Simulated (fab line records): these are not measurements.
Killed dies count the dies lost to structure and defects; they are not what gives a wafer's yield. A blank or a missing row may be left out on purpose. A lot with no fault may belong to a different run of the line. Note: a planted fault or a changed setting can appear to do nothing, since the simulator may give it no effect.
Matching of chambers | flow nand-harc | NHARC_A_STAIRCASE_CMP_472 on cmp-01 has 4 sister chambers
The step polishes SiO2. 4 wafers are shown with their chamber, then 7 later ones without.

WAFERS, EACH WITH ITS CHAMBER
wafer  | chamber | motor-current-A (A)
L078.6 | 3       | 11.4
L083.2 | 0       | 15.0
L085.2 | 1       | 10.8
L085.5 | 2       | 12.5

WAFERS WHOSE CHAMBER IS MISSING
wafer  | motor-current-A (A)
L085.6 | 10.0
L090.3 | 14.7
L090.4 | 10.3
L090.6 | 10.2
L091.1 | 12.5
L091.3 | 14.7
L091.6 | 12.8

EACH ONE'S CHAMBER
wafer  | from the rows above     | in truth
L085.6 | can't be placed: 1 or 3 | 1
L090.3 | 0                       | 0
L090.4 | can't be placed: 1 or 3 | 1
L090.6 | can't be placed: 1 or 3 | 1
L091.1 | 2                       | 2
L091.3 | 0                       | 0
L091.6 | 2                       | 2
Correct placement for 4 of the 7. From these rows, 3 cannot be placed; in 3 the true chamber is one of the candidates. Placed wrongly: 0.
How it was worked out, from the rows above alone: a wafer's distance from a chamber is the root of the sum, over the readings, of the square of ((its reading less the chamber's mean) divided by the reading's scatter). If the next closest chamber is less than 2 further off than the closest, the wafer can't be placed; otherwise it belongs to the closest. Each chamber's mean is taken over the wafers shown for it. The scatter: root of mean squared gap, hidden wafer to nearest shown wafer, with one shown wafer a chamber.
